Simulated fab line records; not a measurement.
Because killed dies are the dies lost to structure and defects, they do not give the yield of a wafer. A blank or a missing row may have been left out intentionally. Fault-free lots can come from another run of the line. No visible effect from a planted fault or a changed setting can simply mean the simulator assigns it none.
The tool behind it: which one? ; flow n5Finfet ; 15 lots with 45 wafers sampled at 6 steps, on a route of 1938 steps

## WHAT THE GAUGES SHOWED, per wafer
N5_BEOL_M11_OVL_MEAS_12. Usual: M11_OVL 0.8 nm, standard deviation 0.6.
lot;measured;on;M11_OVL (nm);flag
L781;day 10 10:46;overlay-02;0.7 1.4 0.7;
L782;day 10 11:10;overlay-02;1.4 0.3 0.2;
L783;day 10 14:40;overlay-01;0.6 1.0 1.0;
L787;day 11 13:05;overlay-02;0.4 1.3 0.9;
L788;day 11 21:34;overlay-02;1.8 1.0 1.6;
L789;day 12 04:26;overlay-01;1.2 1.6 1.5;
L795;day 13 11:38;overlay-01;1.2 1.2 1.3;
L796;day 13 15:17;overlay-01;0.2 0.3 1.4;
L797;day 13 18:20;overlay-01;0.4 0.0 0.5;
L799;day 15 14:52;overlay-02;1.4 1.8 1.5;
L800;day 15 17:26;overlay-02;2.0 1.1 0.6;
L804;day 15 17:38;overlay-01;1.1 2.2 0.8;
L801;day 15 17:49;overlay-02;0.0 0.3 2.1;
L802;day 15 21:11;overlay-02;1.0 0.7 0.5;
L803;day 16 21:03;overlay-01;1.1 0.9 0.5;

N5_BEOL_M11_CD_MEAS_18: pitch 140 nm, target cd 70 nm. Usual: 70.0 nm for cdNm, sd 0.68.
lot;measured;on;cdNm (nm);flag
L781;day 10 11:22;cdSem-03;69.0 69.1 69.5;
L782;day 10 11:40;cdSem-01;69.7 69.6 69.9;
L783;day 10 15:43;cdSem-02;69.6 70.3 69.4;
L787;day 11 13:37;cdSem-01;- - -;OFF
L788;day 11 22:18;cdSem-02;- - -;OFF
L789;day 12 05:16;cdSem-03;- - -;OFF
L795;day 13 12:08;cdSem-01;68.9 68.9 69.3;
L796;day 13 15:56;cdSem-02;69.0 69.1 68.9;
L797;day 13 18:50;cdSem-01;70.0 70.7 70.8;
L799;day 15 15:31;cdSem-03;70.7 69.7 69.9;
L800;day 15 18:03;cdSem-03;70.7 69.3 69.9;
L804;day 15 18:46;cdSem-03;70.0 69.6 68.6;
L801;day 15 19:01;cdSem-02;69.2 70.3 70.4;
L802;day 15 21:42;cdSem-02;69.8 69.9 70.8;
L803;day 16 21:34;cdSem-02;69.6 68.4 69.3;

## WHAT TOOL EACH LOT RAN ON (gives the tool, then ch and the chambers of the sampled wafers, and finally the start)
lot;N5_BEOL_M10_ANNEAL_51;N5_BEOL_M11_PECVD_70;N5_BEOL_M11_ETCH_62;N5_BEOL_M11_HM_OPEN_17
L781;rtpAnneal-01 ch 0, day 10 07:32;pecvd-02 ch 0,1,2, day 10 08:51;rieDiel-04 ch 0,3, day 10 10:59;rieMetal-01 ch 0,1, day 10 11:12
L782;rtpAnneal-01 ch 0, day 10 08:08;pecvd-01 ch 0,1, day 10 09:35;rieDiel-04 ch 0,1,3, day 10 11:19;rieMetal-01 ch 0,1, day 10 11:29
L783;rtpAnneal-01 ch 0, day 10 11:20;pecvd-02 ch 0,1,2, day 10 13:02;rieDiel-04 ch 0,2, day 10 15:21;rieMetal-03 ch 0,1, day 10 15:34
L787;rtpAnneal-02 ch 0, day 11 09:57;pecvd-01 ch 0,2, day 11 11:19;rieDiel-02 ch 0,2,3, day 11 13:14;rieMetal-02 ch 0,1, day 11 13:25
L788;rtpAnneal-01 ch 0, day 11 18:58;pecvd-03 ch 0,1,2, day 11 20:20;rieDiel-06 ch 2,3, day 11 21:44;rieMetal-01 ch 0,1, day 11 21:55
L789;rtpAnneal-01 ch 0, day 12 01:50;pecvd-02 ch 0,2, day 12 03:15;rieDiel-02 ch 0,3, day 12 04:50;rieMetal-03 ch 0,1, day 12 05:01
L795;rtpAnneal-02 ch 0, day 13 09:06;pecvd-02 ch 1,2, day 13 10:28;rieDiel-06 ch 0,2, day 13 11:46;rieMetal-03 ch 0,1, day 13 11:58
L796;rtpAnneal-02 ch 0, day 13 13:26;pecvd-03 ch 0,1,2, day 13 14:49;rieDiel-06 ch 1,2,3, day 13 15:34;rieMetal-03 ch 0,1, day 13 15:45
L797;rtpAnneal-01 ch 0, day 13 15:11;pecvd-01 ch 0,1, day 13 16:37;rieDiel-02 ch 0,1,2, day 13 18:28;rieMetal-01 ch 0,1, day 13 18:40
L799;rtpAnneal-02 ch 0, day 15 12:29;pecvd-01 ch 0,1,2, day 15 14:16;rieDiel-02 ch 0,1, day 15 15:08;rieMetal-01 ch 0,1, day 15 15:21
L800;rtpAnneal-01 ch 0, day 15 14:04;pecvd-03 ch 2, day 15 15:31;rieDiel-04 ch 1,2,3, day 15 17:35;rieMetal-01 ch 0,1, day 15 17:47
L804;rtpAnneal-01 ch 0, day 15 14:33;pecvd-03 ch 0,2, day 15 15:57;rieDiel-04 ch 0,2,3, day 15 18:18;rieMetal-03 ch 0, day 15 18:29
L801;rtpAnneal-01 ch 0, day 15 15:03;pecvd-03 ch 0,2, day 15 16:40;rieDiel-06 ch 0,2,3, day 15 18:37;rieMetal-03 ch 0,1, day 15 18:49
L802;rtpAnneal-01 ch 0, day 15 18:35;pecvd-03 ch 0,1, day 15 20:00;rieDiel-02 ch 0,1,3, day 15 21:20;rieMetal-03 ch 0,1, day 15 21:31
L803;rtpAnneal-01 ch 0, day 16 17:56;pecvd-01 ch 0,2, day 16 19:46;rieDiel-06 ch 0,2,3, day 16 21:11;rieMetal-02 ch 0,1, day 16 21:24
- N5_BEOL_M10_ANNEAL_51: time 90 s.
- N5_BEOL_M11_PECVD_70: deposits SiO2 from TEOS/O2, target thk 20 nm, time 22.7 s.
- N5_BEOL_M11_ETCH_62: etches SOC in N2/H2, target depth 110 nm, overetch 22 nm, time 165 s.
- N5_BEOL_M11_HM_OPEN_17: chemistry Cl2/BCl3, target TiN, target depth 20 nm, overetch 6 nm.

## AS READ BY THE TOOLS THEMSELVES (means over the sampled wafers that have a number; for cases with no such wafer, the mark the record gives instead)
N5_BEOL_M10_ANNEAL_51. Usual: 225.85 for wafer_temp_C_max, sd 0.26.
lot;tool;wafer_temp_C_max;flag
L781;rtpAnneal-01;226.11;
L782;rtpAnneal-01;225.94;
L783;rtpAnneal-01;225.80;
L787;rtpAnneal-02;225.56;
L788;rtpAnneal-01;225.80;
L789;rtpAnneal-01;226.00;
L795;rtpAnneal-02;225.34;
L796;rtpAnneal-02;225.65;
L797;rtpAnneal-01;226.05;
L799;rtpAnneal-02;225.78;
L800;rtpAnneal-01;226.17;
L804;rtpAnneal-01;225.91;
L801;rtpAnneal-01;226.00;
L802;rtpAnneal-01;225.74;
L803;rtpAnneal-01;226.13;

N5_BEOL_M11_PECVD_70. Usual: heaterPowerW 731 W, standard deviation 100; showerheadPlenumPTorr 8.79 Torr, standard deviation 0.07; throttleValvePct 22.8 %, standard deviation 1.3.
lot;tool;heaterPowerW (W);showerheadPlenumPTorr (Torr);throttleValvePct (%);flag
L781;pecvd-02;703;8.80;23.2;
L782;pecvd-01;803;8.86;22.3;
L783;pecvd-02;712;8.80;23.2;
L787;pecvd-01;756;8.71;21.5;
L788;pecvd-03;707;8.78;23.0;
L789;pecvd-02;709;8.81;22.2;
L795;pecvd-02;674;8.74;22.7;
L796;pecvd-03;710;8.78;23.0;
L797;pecvd-01;901;8.88;23.4;
L799;pecvd-01;783;8.81;22.5;
L800;pecvd-03;730;8.74;21.4;
L804;pecvd-03;625;8.77;22.3;
L801;pecvd-03;625;8.74;21.9;
L802;pecvd-03;716;8.81;23.4;
L803;pecvd-01;757;8.73;21.9;

N5_BEOL_M11_ETCH_62. Usual: biasW 150.0 W, standard deviation 0.45; chamberPressureMTorr 29.999 mTorr, standard deviation 0.029; drypumpMotorCurrentA 5.7 A, standard deviation 0.34; oesProductAu 0.66 a.u., standard deviation 0.062; rfVppV 523.7 V, standard deviation 2.2; showerheadPlenumPTorr 2.54 Torr, standard deviation 0.071; tempC 40.00 C, standard deviation 0.12; throttleValvePct 17.86 %, standard deviation 0.25.
lot;tool;biasW (W);chamberPressureMTorr (mTorr);drypumpMotorCurrentA (A);oesProductAu (a.u.);rfVppV (V);showerheadPlenumPTorr (Torr);tempC (C);throttleValvePct (%);flag
L781;rieDiel-04;150.0;29.967;5.7;0.61;524.0;2.55;40.01;17.78;
L782;rieDiel-04;150.2;30.014;5.7;0.64;523.1;2.54;40.07;17.79;
L783;rieDiel-04;150.2;30.005;6.0;0.60;524.1;2.54;40.01;17.67;
L787;rieDiel-02;-;-;-;-;-;-;-;-;OFF
L788;rieDiel-06;-;-;-;-;-;-;-;-;OFF
L789;rieDiel-02;-;-;-;-;-;-;-;-;OFF
L795;rieDiel-06;150.1;29.969;5.4;0.77;524.3;2.56;40.16;17.49;
L796;rieDiel-06;150.2;29.991;5.6;0.64;521.0;2.47;39.96;18.02;
L797;rieDiel-02;150.0;30.017;5.7;0.67;522.5;2.57;39.83;18.09;
L799;rieDiel-02;149.8;29.986;5.7;0.71;525.5;2.58;40.15;18.15;
L800;rieDiel-04;150.5;30.016;5.7;0.62;524.3;2.56;39.92;17.86;
L804;rieDiel-04;150.1;30.004;5.8;0.68;525.3;2.58;39.93;17.70;
L801;rieDiel-06;149.3;29.984;5.5;0.68;522.8;2.49;39.92;17.84;
L802;rieDiel-02;149.7;29.995;5.6;0.69;525.1;2.58;40.10;18.02;
L803;rieDiel-06;149.7;30.005;5.5;0.67;522.6;2.49;39.96;17.83;

N5_BEOL_M11_HM_OPEN_17. Usual: drypumpMotorCurrentA 6.0 A, standard deviation 0.41; oesProductAu 0.61 a.u., standard deviation 0.066; throttleValvePct 22.36 %, standard deviation 0.28.
lot;tool;drypumpMotorCurrentA (A);oesProductAu (a.u.);throttleValvePct (%);flag
L781;rieMetal-01;5.9;0.56;22.64;
L782;rieMetal-01;5.9;0.56;22.63;
L783;rieMetal-03;5.8;0.66;22.23;
L787;rieMetal-02;6.2;0.28;22.52;OFF
L788;rieMetal-01;5.9;0.24;23.30;OFF
L789;rieMetal-03;5.8;0.29;22.89;OFF
L795;rieMetal-03;6.2;0.62;22.36;
L796;rieMetal-03;5.8;0.64;22.27;
L797;rieMetal-01;5.9;0.55;22.65;
L799;rieMetal-01;5.9;0.65;22.52;
L800;rieMetal-01;6.0;0.64;22.53;
L804;rieMetal-03;6.6;0.58;22.52;
L801;rieMetal-03;5.8;0.63;22.27;
L802;rieMetal-03;5.8;0.62;22.28;
L803;rieMetal-02;6.2;0.62;21.90;

## THE ANSWER, worked out from the rows above alone
Rule: a lot counts as off when the mean over its wafers that have a number is more than 3 standard deviations away from the usual mean. A lot without any number at a reading at which 4 lots or more have one is off too. Any other lot the step has rows for is counted as sound. The gauges are gone through in route order, then the tools' own readings, and for those a lot's mean is taken as printed above. At the first step where some lot is off, the reading lying furthest off is the one used; lots without a number count as furthest.
Off: L787, L788, L789, at N5_BEOL_M11_CD_MEAS_18 (cdNm). Without a number there: L787, L788, L789.
A tool fits if, at a process step before that reading, it ran every lot that is off, and no sound lot after the first of them. Not tried: the gauges at N5_BEOL_M11_CD_MEAS_18; whatever is off there is also off at N5_BEOL_M11_ETCH_62, on other tools, and gauge error can't account for it. None of those tried fits.

## WHAT THE SIMULATOR HAD INSERTED
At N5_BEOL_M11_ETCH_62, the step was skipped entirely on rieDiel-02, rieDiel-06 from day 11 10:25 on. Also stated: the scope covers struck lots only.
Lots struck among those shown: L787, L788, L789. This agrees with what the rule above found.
